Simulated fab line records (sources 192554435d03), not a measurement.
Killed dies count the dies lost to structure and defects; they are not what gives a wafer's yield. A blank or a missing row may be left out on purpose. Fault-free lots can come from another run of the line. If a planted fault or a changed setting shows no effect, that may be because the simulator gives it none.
Split-lot trial    flow n5Finfet    7 lots, 21 wafers read, on a route of 1938 steps

THE SPLIT
At N5_BEOL_M4_DEP_57 (deposits SiCN from 3MS/NH3, target thk 8 nm, time 14 s), the setting timeS was moved away from the recipe's 14 s on 7 of the 21 wafers read, by -7.6% to +14.3%. The other wafers ran this setting at the recipe's value.

The split's own step is where the reading is taken.

THE READING
SiCN_of_BEOL_M4_DEP_57.thkNm (the simulator's own value, which no gauge read), in nm, at N5_BEOL_M4_DEP_57 (deposits SiCN from 3MS/NH3, target thk 8 nm, time 14 s). The file does not state a usual value for it. Across the 14 wafers here that went through the recipe, the average is 8.1 nm and the standard deviation 0.14 nm.

wafer   tool, chamber at the split  timeS as run, s  against the recipe  SiCN_of_BEOL_M4_DEP_57.thkNm, nm  against lot-mates on the recipe
L074.1  pecvd-02, 0                 14               recipe              7.8                               -
L074.4  pecvd-02, 0,2               14               recipe              8                                 -
L074.5  pecvd-02, 0,2               14               recipe              8                                 -
L079.3  pecvd-02, 1,2,1             14               recipe              8.2                               -
L079.4  pecvd-02, 1,2,1             14               recipe              8.2                               -
L079.5  pecvd-02, 1,2,1             14               recipe              8.2                               -
L080.1  pecvd-02, 2,2,1             14               recipe              8                                 -
L080.3  pecvd-02, 2,2,1             14               recipe              8                                 -
L080.5  pecvd-02, 2,2,1             14               recipe              8                                 -
L082.2  pecvd-01, 0                 15.3             +9.3%               8.4                               no lot-mate on the recipe
L082.4  pecvd-01, 0,1               15.3             +9.3%               8.6                               no lot-mate on the recipe
L082.6  pecvd-01, 0,1               15.3             +9.3%               8.6                               no lot-mate on the recipe
L083.2  pecvd-04, 2                 12.93            -7.6%               7.6                               -0.6
L083.4  pecvd-04, 2                 14               recipe              8.2                               -
L083.6  pecvd-04, 2                 14               recipe              8.2                               -
L088.2  pecvd-04, 2                 14               recipe              8                                 -
L088.3  pecvd-04, 1                 13.13            -6.2%               7.4                               -0.6
L088.4  pecvd-04, 1                 13.13            -6.2%               7.4                               -0.6
L095.2  pecvd-02, 1                 16               +14.3%              9                                 +1.0
L095.3  pecvd-02, 2                 14               recipe              7.8                               -
L095.6  pecvd-02, 2                 14               recipe              8.2                               -
Where a row lists several chambers, the file gives one row for several wafers and doesn't say which wafer went through which chamber.

THE FIT
A straight line over all 21 wafers: SiCN_of_BEOL_M4_DEP_57.thkNm changes by +0.0657 nm for each +1% of timeS; r = +0.92; the points scatter about the line by 0.15 nm.
The same after taking each lot's own level away (the mean of its wafers on the recipe; 18 wafers): +0.0772 nm for each +1%; r = +0.97; scatter 0.093 nm.
The reading moves by 1.1 nm for the largest change in timeS, on that fit.
The span of the lots' own levels, 7.93 to 8.20 nm, comes to 1.9 times the standard deviation stated above.
So the lot-to-lot level changes the slope: the two fits differ.
Check: for one of the wafers moved furthest among these (+14.3%), held out of the fit, the line's prediction against its lot-mates is +1.26 nm. It came out at +1 nm against them.

THESE WAFERS: OTHER SPLITS
Before the reading, these wafers also passed through other splits. Each is held against what the fit with the lots' levels taken away leaves over:
other split on the same wafers  wafers away from the commonest value  r with SiCN_of_BEOL_M4_DEP_57.thkNm (lot level and that fit taken away)
N5_BEOL_M2_COAT_62 spinRpm      3                                     +0.00
N5_BEOL_M2_DESCUM_33 timeS      8                                     +0.07
N5_BEOL_M2_ETCH_70 sourceW      9                                     +0.05

FILE'S OWN FIT
SiCN_of_BEOL_M4_DEP_57.thkNm changes by +0.0751 nm for each +1% of timeS, r = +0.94.
